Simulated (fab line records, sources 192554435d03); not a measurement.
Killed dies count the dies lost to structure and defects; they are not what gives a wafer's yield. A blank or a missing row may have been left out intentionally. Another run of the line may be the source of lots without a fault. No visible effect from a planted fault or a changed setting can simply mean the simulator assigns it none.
Matching of chambers | flow n5-finfet | 3 sister chambers for N5_BEOL_M0_SAQP_PECVD_96 on pecvd-03
The step deposits a-Si from SiH4/He, target thk 45 nm, time 45.2 s. 18 wafers are shown with their chamber, then 9 later ones without.

EACH WAFER AND ITS CHAMBER
wafer  | chamber | throttle-valve-pct (%) | showerhead-plenum-p-Torr (Torr) | rf-fwd-power-W (W)
L074.2 | 1       | 19.6                   | 5.63                            | 99.1
L074.3 | 2       | 17.4                   | 5.61                            | 99.0
L074.4 | 0       | 19.7                   | 5.60                            | 98.2
L075.1 | 1       | 19.7                   | 5.63                            | 98.6
L075.2 | 0       | 19.7                   | 5.60                            | 98.4
L075.3 | 2       | 17.5                   | 5.58                            | 99.8
L077.3 | 0       | 19.7                   | 5.59                            | 98.4
L077.4 | 1       | 19.7                   | 5.63                            | 99.3
L077.6 | 2       | 17.2                   | 5.60                            | 99.1
L078.4 | 0       | 20.1                   | 5.60                            | 99.1
L078.5 | 1       | 19.6                   | 5.65                            | 99.2
L078.6 | 2       | 17.4                   | 5.60                            | 99.5
L079.2 | 2       | 17.1                   | 5.60                            | 99.2
L079.3 | 1       | 19.7                   | 5.64                            | 99.7
L079.6 | 2       | 17.6                   | 5.60                            | 98.9
L083.3 | 2       | 17.7                   | 5.59                            | 99.4
L083.4 | 2       | 17.7                   | 5.58                            | 99.5
L083.5 | 1       | 19.9                   | 5.64                            | 99.1

SIGNATURES (averages over the wafers above)
reading                  | chamber 0 | chamber 1 | chamber 2 | scatter within a chamber
throttle-valve-pct       | 19.800    | 19.700    | 17.450    | 0.186
showerhead-plenum-p-Torr | 5.5975    | 5.6367    | 5.5950    | 0.00898
rf-fwd-power-W           | 98.525    | 99.167    | 99.300    | 0.341
Rule: a wafer's distance from a chamber is the root of the sum, over the readings, of the square of ((its reading less the chamber's mean) divided by the reading's scatter). The wafer belongs to the nearest chamber; if the next one is less than 2 further off, it can't be placed. The scatter: the root of (the sum of the squares of (reading less its chamber's mean) over the shown wafers, divided by (wafers less chambers)).

WAFERS WITHOUT THEIR CHAMBER
wafer  | throttle-valve-pct (%) | showerhead-plenum-p-Torr (Torr) | rf-fwd-power-W (W)
L093.3 | 20.1                   | 5.59                            | 98.1
L093.5 | 19.6                   | 5.61                            | 99.6
L093.6 | 19.9                   | 5.59                            | 98.2
L096.1 | 19.7                   | 5.64                            | 99.5
L096.2 | 20.0                   | 5.61                            | 98.8
L096.4 | 19.9                   | 5.63                            | 98.8
L097.2 | 15.9                   | 5.59                            | 99.2
L097.4 | 15.6                   | 5.57                            | 99.0
L097.5 | 20.2                   | 5.61                            | 98.2

WHICH CHAMBER EACH ONE RAN IN
wafer  | from the rows above     | in truth
L093.3 | 0                       | 0
L093.5 | can't be placed: 1 or 0 | 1
L093.6 | 0                       | 0
L096.1 | 1                       | 1
L096.2 | can't be placed: 0 or 1 | 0
L096.4 | 1                       | 1
L097.2 | 2                       | 2
L097.4 | 2                       | 2
L097.5 | 0                       | 0
Correct placement for 7 of the 9. Cannot be placed on the basis of these rows: 2; the candidates contain the true chamber in 2. Placed wrongly: 0.
